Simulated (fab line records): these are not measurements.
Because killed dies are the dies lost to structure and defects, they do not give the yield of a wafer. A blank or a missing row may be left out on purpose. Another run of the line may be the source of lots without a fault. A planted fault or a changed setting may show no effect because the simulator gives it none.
What tool caused it? -- flow nand_harc -- 33 wafers from 11 lots sampled at 6 of the route's 1159 steps

== WHAT THE GAUGES SHOWED, per wafer ==
NHARC_P_M1_INSPECT_11.
lot,measured,on,raw_defect_count
L317,day 6 14:17,defect_inspect-01,3 2 5
L322,day 7 05:06,defect_inspect-01,1 2 3
L323,day 7 10:13,defect_inspect-02,6 4 4
L324,day 7 19:14,defect_inspect-01,5 4 2
L325,day 8 06:05,defect_inspect-02,7 5 7
L326,day 8 09:11,defect_inspect-01,6 5 2
L332,day 9 18:46,defect_inspect-01,5 1 1
L334,day 10 03:16,defect_inspect-02,2 3 1
L336,day 10 17:44,defect_inspect-01,5 7 5
L339,day 11 07:33,defect_inspect-02,2 4 3
L338,day 11 07:35,defect_inspect-01,4 6 5

NHARC_P_M2_CD_MEAS_09: target cd 170 nm.
lot,measured,on,cd_nm (nm)
L317,day 6 18:19,cd_sem-02,170.3 169.8 168.9
L322,day 7 09:57,cd_sem-03,170.2 171.2 171.0
L323,day 7 14:40,cd_sem-01,171.6 170.7 170.2
L324,day 7 23:43,cd_sem-01,169.0 169.9 170.1
L325,day 8 10:01,cd_sem-03,171.5 170.8 170.9
L326,day 8 13:14,cd_sem-01,169.5 170.3 168.9
L332,day 9 22:48,cd_sem-02,158.4 157.1 157.5 158.2 156.8 157.1
L334,day 10 07:43,cd_sem-03,159.7 159.3 160.3 160.3 159.6 160.5
L336,day 10 21:58,cd_sem-01,171.0 170.3 169.9
L339,day 11 11:53,cd_sem-01,170.1 169.0 168.5
L338,day 11 12:02,cd_sem-03,169.0 168.6 170.3

NHARC_END_SORT_01.
lot,measured,on,defect_limited_yield (%),killed_at_array,killed_at_other,killed_at_periphery,killed_dies,killed_open,killed_short,sort_bin_2_pct (%),sort_bin_3_pct (%),sort_bin_4_pct (%),sort_n_pass,sort_rim_yield_pct (%),sort_yield_pct (%)
L324,day 21 04:43,prober-02,96.8 96.2 95.1,17 20 26,0 0 0,5 6 7,22 26 33,4 3 4,0 1 2,1.3 1.5 1.5,0 0.44 0.74,1.9 1.9 2.7,655 651 644,93.4 95.3 100.0,96.8 96.2 95.1
L325,day 21 16:08,prober-01,94.5 94.4 95.4,31 35 26,0 0 1,6 3 4,37 38 31,4 4 1,1 2 3,2.5 1.3 1.5,0.30 0.30 0.15,2.7 4.0 3.0,640 639 646,99.1 89.6 95.3,94.5 94.4 95.4
L326,day 21 20:13,prober-02,96.5 97.5 97.3,20 12 17,0 1 0,4 4 1,24 17 18,1 3 3,0 1 0,0.9 0.6 0.4,0.30 0 0,2.4 1.9 2.2,653 660 659,99.1 100.0 98.1,96.5 97.5 97.3
L332,day 23 17:18,prober-01,92.2 94.4 92.9,46 37 44,4 0 1,3 1 3,53 38 48,7 3 3,0 0 1,2.7 1.6 2.5,0 0.44 0.30,5.2 3.5 4.3,624 639 629,96.2 94.3 95.3,92.2 94.4 92.9
L334,day 24 21:05,prober-02,92.6 92.0 91.3,46 51 56,3 1 2,1 2 1,50 54 59,5 2 2,1 1 1,3.2 2.8 2.7,0.30 0.59 0.59,3.8 4.6 5.5,627 623 618,89.6 92.5 96.2,92.6 92.0 91.3
L339,day 24 15:05,prober-02,95.7 94.7 94.2,26 27 33,0 2 3,3 7 3,29 36 39,3 3 4,2 4 1,1.0 1.6 1.3,0.30 0.30 0.44,3.0 3.4 4.0,648 641 638,97.2 98.1 97.2,95.7 94.7 94.2

== WHICH TOOL RAN EACH LOT (tool, then ch and the chambers of the sampled wafers, then the start) ==
lot,NHARC_P_M1_PVD_20,NHARC_P_M1_ANNEAL_31,NHARC_P_M2_EXPOSE_06
L317,"pvd_sputter-01, day 6 16:10 or earlier","rtp_anneal-02 ch 0, day 6 16:10","arfi_scanner-03 ch 0, day 6 18:10"
L322,"pvd_sputter-01, day 7 07:46 or earlier","rtp_anneal-01 ch 0, day 7 07:46","arfi_scanner-03 ch 0, day 7 09:49"
L323,"pvd_sputter-03, day 7 12:19 or earlier","rtp_anneal-02 ch 0, day 7 12:19","arfi_scanner-02 ch 0, day 7 14:32"
L324,"pvd_sputter-02, day 7 21:33 or earlier","rtp_anneal-02 ch 0, day 7 21:33","arfi_scanner-01 ch 0, day 7 23:34"
L325,"pvd_sputter-02, day 8 07:56 or earlier","rtp_anneal-01 ch 0, day 8 07:56","arfi_scanner-01 ch 0, day 8 09:53"
L326,"pvd_sputter-02, day 8 11:01 or earlier","rtp_anneal-02 ch 0, day 8 11:01","arfi_scanner-03 ch 0, day 8 13:05"
L332,"pvd_sputter-03, day 9 20:41 or earlier","rtp_anneal-02 ch 0, day 9 20:41","arfi_scanner-01 ch 0, day 9 22:40"
L334,"pvd_sputter-03, day 10 05:31 or earlier","rtp_anneal-01 ch 0, day 10 05:31","arfi_scanner-01 ch 0, day 10 07:35"
L336,"pvd_sputter-01, day 10 19:51 or earlier","rtp_anneal-02 ch 0, day 10 19:51","arfi_scanner-03 ch 0, day 10 21:50"
L339,"pvd_sputter-02, day 11 09:25 or earlier","rtp_anneal-01 ch 0, day 11 09:25","arfi_scanner-03 ch 0, day 11 11:44"
L338,"pvd_sputter-03, day 11 09:47 or earlier","rtp_anneal-02 ch 0, day 11 09:47","arfi_scanner-03 ch 0, day 11 11:54"
- NHARC_P_M1_PVD_20: deposits TaN, target thk 5 nm, time 8.06 s.
- NHARC_P_M1_ANNEAL_31: time 90 s.
- NHARC_P_M2_EXPOSE_06: exposes mask P M2, target cd 170 nm.

== AS READ BY THE TOOLS THEMSELVES (means over the sampled wafers that have a number; for cases with no such wafer, the mark the record gives instead) ==
NHARC_P_M1_PVD_20.
lot,tool,bias_v (V),throttle_valve_pct (%)
L317,pvd_sputter-01,168.1,31.6
L322,pvd_sputter-01,169.8,31.3
L323,pvd_sputter-03,169.1,30.2
L324,pvd_sputter-02,167.9,29.6
L325,pvd_sputter-02,168.6,29.0
L326,pvd_sputter-02,169.7,28.7
L332,pvd_sputter-03,168.0,30.1
L334,pvd_sputter-03,170.1,30.2
L336,pvd_sputter-01,168.0,31.6
L339,pvd_sputter-02,169.6,28.3
L338,pvd_sputter-03,170.3,30.2

NHARC_P_M1_ANNEAL_31.
lot,tool,wafer_temp_C_max
L317,rtp_anneal-02,226.33
L322,rtp_anneal-01,225.92
L323,rtp_anneal-02,226.23
L324,rtp_anneal-02,225.97
L325,rtp_anneal-01,225.74
L326,rtp_anneal-02,226.02
L332,rtp_anneal-02,226.43
L334,rtp_anneal-01,225.84
L336,rtp_anneal-02,226.43
L339,rtp_anneal-01,226.00
L338,rtp_anneal-02,226.02

NHARC_P_M2_EXPOSE_06.
lot,tool,exposure_dose_mJ_cm2,stage_vel_mm_s (mm/s)
L317,arfi_scanner-03,80.90,500.26
L322,arfi_scanner-03,80.72,499.91
L323,arfi_scanner-02,80.81,499.86
L324,arfi_scanner-01,80.93,499.98
L325,arfi_scanner-01,80.82,500.10
L326,arfi_scanner-03,80.88,500.11
L332,arfi_scanner-01,64.26,499.93
L334,arfi_scanner-01,67.60,499.95
L336,arfi_scanner-03,80.86,499.56
L339,arfi_scanner-03,80.76,500.15
L338,arfi_scanner-03,80.77,499.84

== THE ANSWER, worked out from the rows above alone ==
Rule: what is usual is taken from the lots themselves. Put in order of their means at a reading, lots are off if they are a third of the lots or fewer, leave a main group of 4 or more, and stand apart from it by a gap of 3 or more times the standard deviation of the main group's means; of several such gaps the widest counts. The tables above print the reading to a certain number of digits; a main group whose means all agree to those digits is not used. Also off: a lot with no number at a reading for which 4 or more lots have one. Any other lot the step has rows for is counted as sound. Order of review: gauges by route order, followed by the tools' own readings, for which a lot's mean as printed above is used. The first step at which some lot is off is used, and at that step the reading that is off furthest; a lot without a number counts as furthest.
Off: L332, L334, at NHARC_P_M2_CD_MEAS_09 (cd_nm). Main group: mean 170.1 nm, sd 0.68.
A tool fits if, at a process step before that reading, it ran every lot that is off, and no sound lot after the first of them. The gauges at NHARC_P_M2_CD_MEAS_09 aren't tried: what is off there is off at NHARC_P_M2_EXPOSE_06 too, on other tools, and a gauge's error can't cause that. Because NHARC_P_M1_PVD_20 lacks a start for some lots, the hours and order of its lots are taken from NHARC_P_M1_ANNEAL_31. One candidate fits, namely arfi_scanner-01 at NHARC_P_M2_EXPOSE_06. Its last sound lot is L325 (day 8 09:53), its first lot that is off L332 (day 9 22:40): a fault that began between those two fits.
The tool's own readings at NHARC_P_M2_EXPOSE_06 bear it out: on the lots that are off they differ by more than 5 times the standard deviation of the sound lots' means. exposure_dose_mJ_cm2 reads 65.93 there against 80.83 on the sound lots.

== WHAT THE SIMULATOR PUT IN ==
Drift in process parameters on arfi_scanner-01 at NHARC_P_M2_EXPOSE_06, starting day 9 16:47. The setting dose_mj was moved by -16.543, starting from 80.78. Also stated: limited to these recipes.
Shown lots that were struck: L332, L334. The same result came from the rule above.
